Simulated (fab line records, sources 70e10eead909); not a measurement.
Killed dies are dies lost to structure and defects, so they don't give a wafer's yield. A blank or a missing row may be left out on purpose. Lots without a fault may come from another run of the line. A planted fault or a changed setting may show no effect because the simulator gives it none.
A struck lot beside a sound one | flow nand_harc | 14 steps out of a route of 1302
Sound: wafers L183.4, L183.5, L183.6. Struck: wafers L188.1, L188.5. (L188.4 of the same lot was not struck and is left out.) The cause comes at the end.
At each step with rows: each side's tool, then ch and its chambers, then its first start. Under that, the readings that differ: sound wafers | struck wafers | difference of the means | sigmas: that difference in standard deviations of wafers without a fault.
alike: readings whose means differ by less than 2 such deviations, and words and numbers that are the same on both sides. not compared: withheld readings, readings that some wafer has no value for, bounds like >300 that may hide the same value, and numbers for which the record gives no deviation and whose values overlap.
The two part at a step that has a row with sigmas, a row that says differs or no value, or rows on one side only. Numbers that don't overlap but have no deviation are shown without sigmas and don't part them. A reading that every wafer of one side lacks parts them only if that side has two wafers or more.

NHARC_A_CHANNEL_FILL_D2_ALD_15: deposits SiNx, target thk 2 nm, pulse time 60 s, ald cycles 19.
  sound on ald_sin_batch-01 ch 0; struck on ald_sin_batch-02 ch 0
  alike: precursor_pulse_height_rel
  not compared: ald_cycles
NHARC_A_CHANNEL_FILL_D2_ALD_16: deposits SiO2, target thk 1.5 nm, pulse time 10 s, ald cycles 15.
  sound on ald_hk-02 ch 0,1,2, day 16 01:32; struck on ald_hk-02 ch 0, day 18 14:17
  alike: heater_power_outer_w, heater_power_w, precursor_pulse_height_rel
  not compared: ald_cycles
then, 2 steps without rows for these wafers: NHARC_A_CHANNEL_FILL_D2_ANNEAL_17 (time 1800 s); NHARC_A_CHANNEL_FILL_D2_CVD_18 (deposits poly-Si, target thk 3 nm).
NHARC_A_CHANNEL_FILL_D2_ETCHBACK_19: etches the open film in HBr/Cl2, target depth 5 nm, time 1.7 s.
  sound on rie_si-06 ch 1,2,3, day 16 13:37; struck on rie_si-01 ch 0,3, day 19 01:37
  alike: drypump_motor_current_A, he_backside_leak_sccm, oes_product_au, throttle_valve_pct
  not compared: rf_hours_counter_h
then, 1 step without rows for these wafers: NHARC_A_CHANNEL_FILL_D2_ETCHBACK_20 (etches the open film in C4F8/O2/Ar, target depth 27 nm, time 13.5 s).
NHARC_A_CHANNEL_FILL_D2_STRIP_28: strips in O2, time 20 s.
  sound on rie_diel-11 ch 0,1,2, day 16 13:58; struck on rie_diel-07 ch 1, day 19 01:49
  alike: drypump_motor_current_A, oes_product_au, rf_vpp_V, showerhead_plenum_p_Torr, throttle_valve_pct
  not compared: rf_hours_counter_h
then, 4 steps without rows for these wafers: NHARC_A_CHANNEL_FILL_D2_PRECLEAN_21 (cleans in dHF, time 30 s); NHARC_A_CHANNEL_FILL_D2_SRD_23; NHARC_A_CHANNEL_FILL_D2_CVD_05 (deposits poly-Si, target thk 5 nm); NHARC_A_CHANNEL_FILL_D2_ANNEAL_22 (time 7200 s).
NHARC_A_CHANNEL_FILL_D2_ALD_25: deposits SiOx, target thk 60 nm, pulse time 10 s, ald cycles 600.
  sound on ald_hk-01 ch 2,3, day 17 01:43; struck on ald_hk-01 ch 1,2, day 19 14:56
  reading    | sound       | struck  | difference | sigmas
  ald_cycles | 600 600 600 | 883 883 | +283       |
  alike: heater_power_outer_w, heater_power_w, precursor_pulse_height_rel
NHARC_A_CHANNEL_FILL_D2_ETCHBACK_08: etches the open film in C4F8, target depth 220 nm, time 110 s.
  sound on rie_diel-07 ch 0,3; struck on rie_diel-08 ch 0,2
  reading               | sound          | struck    | difference | sigmas
  oes_product_au (a.u.) | 1.01 1.01 1.01 | 0.92 0.91 | -0.09      | -3
  alike: rf_vpp_V
  not compared: rf_hours_counter_h
-- the record jumps here: 9 days lie between the struck wafers' starts before and after (it left off in module A_CHANNEL_FILL_D2 and takes up again in module END, whose first step shown is number 1302 of the route) --
NHARC_END_SORT_01:
  sound on prober-01 ch 0, day 26 18:35; struck on prober-02 ch 0, day 28 19:38
  reading     | sound | struck | difference | sigmas
  killed_open | 5 1 4 | 10 4   | +4         | +2
  alike: killed_at_array, killed_at_other, killed_at_periphery, killed_dies, killed_short

WHERE THEY PART
First at NHARC_A_CHANNEL_FILL_D2_ETCHBACK_08; last, within this record, at NHARC_END_SORT_01.

WHY: what the simulator had put in
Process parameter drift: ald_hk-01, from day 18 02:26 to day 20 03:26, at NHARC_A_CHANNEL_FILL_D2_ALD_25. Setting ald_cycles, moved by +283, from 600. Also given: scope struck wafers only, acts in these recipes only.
